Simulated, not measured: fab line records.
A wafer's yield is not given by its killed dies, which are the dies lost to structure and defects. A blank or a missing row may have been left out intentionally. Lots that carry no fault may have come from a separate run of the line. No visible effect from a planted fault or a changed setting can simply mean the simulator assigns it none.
Problem report, 8D (eight disciplines) form, completed by code | flow nandHarc | the parts of the form that need people (team, actions taken, sign-off) are left out

## 1. WHAT WENT WRONG
NHARC_END_SORT_01, sort_bin_2_pct: mean 95.6 % over 1 wafer from 1 lot; wafers with no fault: 1.4 %, standard deviation 0.68. That is +99 or more standard deviations from the usual mean.
Earliest sighting: wafer L741.3 on prober-02 at day 22 03:38. At this step, 33 wafers from 11 lots have a number in the record. The rule behind "out" and "out of limits": a value lying over 4 standard deviations away from the usual mean. All remaining wafers that have a number are taken as sound.

## 2. WHAT IT IS; WHAT IT IS NOT
question                    | is                                                                                                      | is not
which readings at this step | sort_bin_2_pct, defectLimitedYield, killedAtArray, killedDies, sortNPass, sortRimYieldPct, sortYieldPct | killedAtPeriphery, killedOpen, killedShort, sort_bin_3_pct, sort_bin_4_pct
which lots                  | L741                                                                                                    | L727, L728, L729, L730, L732, L738, L744, L747, L749, L750
which wafers of those lots  | L741.3                                                                                                  | L741.1, L741.5
read on which gauges        | prober-02                                                                                               | prober-01
when                        | from day 22 03:38                                                                                       | up to then (16 sound wafers); but 16 sound wafers of L738, L741, L744, L747, L749, L750 came after

## 3. THE SUSPECTS, EACH WITH WHAT RULES IT OUT
Counting: any tool at a process step up to the reading remains a suspect provided it ran every lot that is out. Sound lots after the first of them don't rule it out here, since some wafers of a struck lot are sound.
- ruled out: the gauge at NHARC_END_SORT_01. All the wafers that are out were read on prober-02, but those of them that NHARC_A_BONDPAD_ETCH_12 has rows for are out there too, on other tools.
- pecvd-01 at NHARC_A_M1_PRE_CLEAN_32 (time 12 s): kept. It ran the lot that is out, L741 (day 20 18:41); its last sound lot up to then is L738 (day 20 14:07).
- pecvd-02 at NHARC_A_BONDPAD_DEP_00 (deposits SiCN, target thk 250 nm): kept. It ran the lot that is out, L741 (day 20 20:52); its last sound lot up to then is L738 (day 20 16:17). With no start given for some of its lots, NHARC_A_BONDPAD_DEP_00 uses the hours and lot order of NHARC_A_BONDPAD_ETCH_34.
- rieDiel-06 at NHARC_A_BONDPAD_ETCH_34 (etches the open film in N2/H2, target depth 60 nm, overetch 18 nm, time 65.91 s): kept. It ran the lot that is out, L741 (day 20 20:52); its last sound lot up to then is L738 (day 20 16:17).
- rieDiel-06 at NHARC_A_BONDPAD_ETCH_12 (etches the open film in CHF3/O2, target depth 220 nm, time 110 s): kept. It ran the lot that is out, L741 (day 20 20:58); its last sound lot up to then is L738 (day 20 16:25). Out on those wafers are its own readings of runLengthS.
- At NHARC_A_M1_PRE_CLEAN_32 on pecvd-01, chamber 1 took the sound wafers of the same lots and chamber 0 took the wafers that are out.
- rieDiel-06, NHARC_A_BONDPAD_ETCH_12: wafers that are out in chamber 3, sound lot-mates in chambers 0, 2.
Left after counting: pecvd-01 at NHARC_A_M1_PRE_CLEAN_32, pecvd-02 at NHARC_A_BONDPAD_DEP_00, rieDiel-06 at NHARC_A_BONDPAD_ETCH_34, rieDiel-06 at NHARC_A_BONDPAD_ETCH_12.

## 4. THE CAUSE (what the simulator had put in)
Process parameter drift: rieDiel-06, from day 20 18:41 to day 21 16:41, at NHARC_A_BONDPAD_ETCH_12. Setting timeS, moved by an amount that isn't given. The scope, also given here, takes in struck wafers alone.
Counting left 4 suspects, and this tool is among them.

## 5. THE EFFECT CHAIN, in route order
One row per reading whose mean, taken over the struck wafers that have a number, lies over 3 standard deviations from the usual. Only readings whose record carries a usual standard deviation are examined. hours: median over the lots of the time between each lot's start at the first step of this table that gives one and its start at this step. sigmas: the change, counted in usual standard deviations.
hours | step                    | reading            | usual   | on struck wafers | change | sigmas
0     | NHARC_A_BONDPAD_ETCH_12 | runLengthS         | 131.3 s | 60.6             | -70.7  | -99 or more
31    | NHARC_END_SORT_01       | defectLimitedYield | 95.3 %  | 0.0              | -95.3  | -56
31    | NHARC_END_SORT_01       | killedAtArray      | 28      | 666              | +638   | +58
31    | NHARC_END_SORT_01       | killedAtOther      | 0.8     | 5.0              | +4.2   | +3.8
31    | NHARC_END_SORT_01       | killedDies         | 32      | 677              | +645   | +59
31    | NHARC_END_SORT_01       | sort_bin_2_pct     | 1.4 %   | 95.6             | +94.2  | +99 or more
31    | NHARC_END_SORT_01       | sortNPass          | 645     | 0                | -645   | -59
31    | NHARC_END_SORT_01       | sortRimYieldPct    | 95.3 %  | 0.0              | -95.3  | -38
31    | NHARC_END_SORT_01       | sortYieldPct       | 95.3 %  | 0.0              | -95.3  | -56
Here are the process steps it includes:
- NHARC_A_BONDPAD_ETCH_12: etches the open film in CHF3/O2, target depth 220 nm, time 110 s.

## 6. HOW IT WOULD HAVE BEEN CAUGHT EARLIER
In this record the first reading out of limits at a measuring or inspecting step was taken at day 22 03:38, 33 hours after the fault began at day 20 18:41.
The tool's own readings at NHARC_A_BONDPAD_ETCH_12 were out on every struck wafer that the step has a row for (runLengthS): an alarm limit on them would have fired on the first of those.
By day 22 03:38 the whole set of lots that are out, 1 in number, had already begun NHARC_A_BONDPAD_ETCH_12 on rieDiel-06. Had the tool been put on hold then, not one of them would have been saved.
